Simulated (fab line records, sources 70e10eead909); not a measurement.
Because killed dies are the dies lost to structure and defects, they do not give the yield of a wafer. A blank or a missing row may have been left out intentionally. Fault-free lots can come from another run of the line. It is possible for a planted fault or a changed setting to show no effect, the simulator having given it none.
Matching of chambers + flow nandHarc + 4 sister chambers for NHARC_A_STAIRCASE_CMP_450 on cmp-01
The step polishes SiO2, target thk 200 nm. 8 wafers are shown with their chamber, then 8 later ones without.

== WAFERS PAIRED WITH THEIR CHAMBERS ==
| wafer  | chamber | motorCurrentA (A) | edgeZonePressureFrac |
|--------|---------|-------------------|----------------------|
| L083.5 | 2       | 12.3              | 1.000                |
| L087.2 | 3       | 13.3              | 0.994                |
| L087.5 | 0       | 10.8              | 1.007                |
| L087.6 | 1       | 13.0              | 1.001                |
| L090.1 | 2       | 12.0              | 0.996                |
| L090.2 | 1       | 13.3              | 1.004                |
| L090.5 | 0       | 11.2              | 0.988                |
| L093.3 | 3       | 13.1              | 1.004                |

== WAFERS WITH NO CHAMBER GIVEN ==
| wafer  | motorCurrentA (A) | edgeZonePressureFrac |
|--------|-------------------|----------------------|
| L093.5 | 14.0              | 1.001                |
| L093.6 | 10.4              | 1.000                |
| L095.3 | 13.7              | 0.999                |
| L095.4 | 12.0              | 0.996                |
| L095.6 | 12.0              | 0.994                |
| L097.3 | 14.4              | 1.003                |
| L097.5 | 10.6              | 1.000                |
| L097.6 | 12.8              | 1.009                |

== THE CHAMBER EACH PASSED THROUGH ==
| wafer  | from the rows above          | in truth |
|--------|------------------------------|----------|
| L093.5 | can't be placed: 3 or 1      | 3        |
| L093.6 | 0                            | 0        |
| L095.3 | can't be placed: 3 or 1      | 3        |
| L095.4 | 2                            | 2        |
| L095.6 | 2                            | 2        |
| L097.3 | can't be placed: 3 or 1      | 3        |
| L097.5 | 0                            | 0        |
| L097.6 | can't be placed: 1 or 3 or 2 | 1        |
Correct placement for 4 of the 8. These rows do not allow placing 4 (true chamber among the candidates in 4). Placed wrongly: 0.
How it was worked out, from the rows above alone: a wafer's distance from a chamber is the root of the sum, over the readings, of the square of ((its reading less the chamber's mean) divided by the reading's scatter). The wafer belongs to the nearest chamber; if the next one is less than 2 further off, it can't be placed. A chamber's mean is the mean of its shown wafers. How the scatter is found: for the shown wafers, subtract from each reading the mean of its chamber, square and add these, divide the total by (wafers less chambers), then take the root.
